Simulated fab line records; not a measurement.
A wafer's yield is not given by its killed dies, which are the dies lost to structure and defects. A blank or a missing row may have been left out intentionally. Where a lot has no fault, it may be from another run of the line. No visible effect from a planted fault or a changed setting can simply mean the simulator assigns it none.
What tool caused it? | flow nand harc | Sampling: 11 lots, 33 wafers, 2 of 1302 route steps

WHAT THE GAUGES READ, wafer by wafer
NHARC_P_STI_CD_MEAS_09: the cd target is 200 nm.
lot  | measured     | on        | cd nm (nm)
L395 | day 3 07:21  | cd sem-02 | 201.4 203.2 199.7
L396 | day 3 16:30  | cd sem-03 | 201.1 200.2 204.3
L397 | day 4 03:23  | cd sem-02 | 202.1 199.3 202.4
L405 | day 7 13:17  | cd sem-01 | 199.9 200.2 198.4
L406 | day 7 22:55  | cd sem-02 | 198.3 198.3 196.6
L411 | day 9 21:20  | cd sem-02 | 183.4 183.7 182.2
L412 | day 10 07:00 | cd sem-02 | 179.6 182.5 182.4
L413 | day 10 17:53 | cd sem-03 | 202.4 196.3 197.9
L414 | day 11 05:07 | cd sem-02 | 200.8 197.8 201.4
L416 | day 11 22:32 | cd sem-03 | 199.9 199.4 199.7
L417 | day 12 10:59 | cd sem-01 | 202.1 197.9 200.1

TOOL THAT RAN EACH LOT (tool first, then ch and the chambers of the sampled wafers, then the start)
lot  | NHARC_P_STI_PEB_07
L395 | litho track-03 ch 0, day 3 07:16
L396 | litho track-05 ch 0, day 3 16:25
L397 | litho track-03 ch 0, day 4 03:18
L405 | litho track-03 ch 0, day 7 13:12
L406 | litho track-07 ch 0, day 7 22:50
L411 | litho track-03 ch 0, day 9 21:16
L412 | litho track-03 ch 0, day 10 06:55
L413 | litho track-05 ch 0, day 10 17:48
L414 | litho track-07 ch 0, day 11 05:01
L416 | litho track-07 ch 0, day 11 22:26
L417 | litho track-07 ch 0, day 12 10:53
- NHARC_P_STI_PEB_07: peb time 80 s.

THE ANSWER, worked out from the rows above alone
Rule: the usual values come from the lots themselves. Put in order of their means at a reading, lots are off if they are a third of the lots or fewer, leave a main group of 4 or more, and stand apart from it by a gap of 3 or more times the standard deviation of the main group's means; of several such gaps the widest counts. A main group is skipped when, at the precision printed for the reading in the tables above, its means are all equal. Also off: a lot with no number at a reading for which 4 or more lots have one. Where the step has rows for the other lots, those lots are counted as sound.
Off, at NHARC_P_STI_CD_MEAS_09 on cd nm: L411, L412. The main group has a mean of 200.0 nm with a standard deviation of 1.2.
A tool fits if, at a process step before that reading, it ran every lot that is off, and no sound lot after the first of them. The gauges at NHARC_P_STI_CD_MEAS_09 are tried like those tools. One fits: NHARC_P_STI_PEB_07 on litho track-03. Its last sound lot is L405 (day 7 13:12), its first lot that is off L411 (day 9 21:16): a fault that began between those two fits.

WHAT HAD BEEN PUT IN BY THE SIMULATOR
Process parameters drifting: litho track-03 at NHARC_P_STI_PEB_07, beginning at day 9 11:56. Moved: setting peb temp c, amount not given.
Shown lots that were struck: L411, L412. Same finding as the rule above.
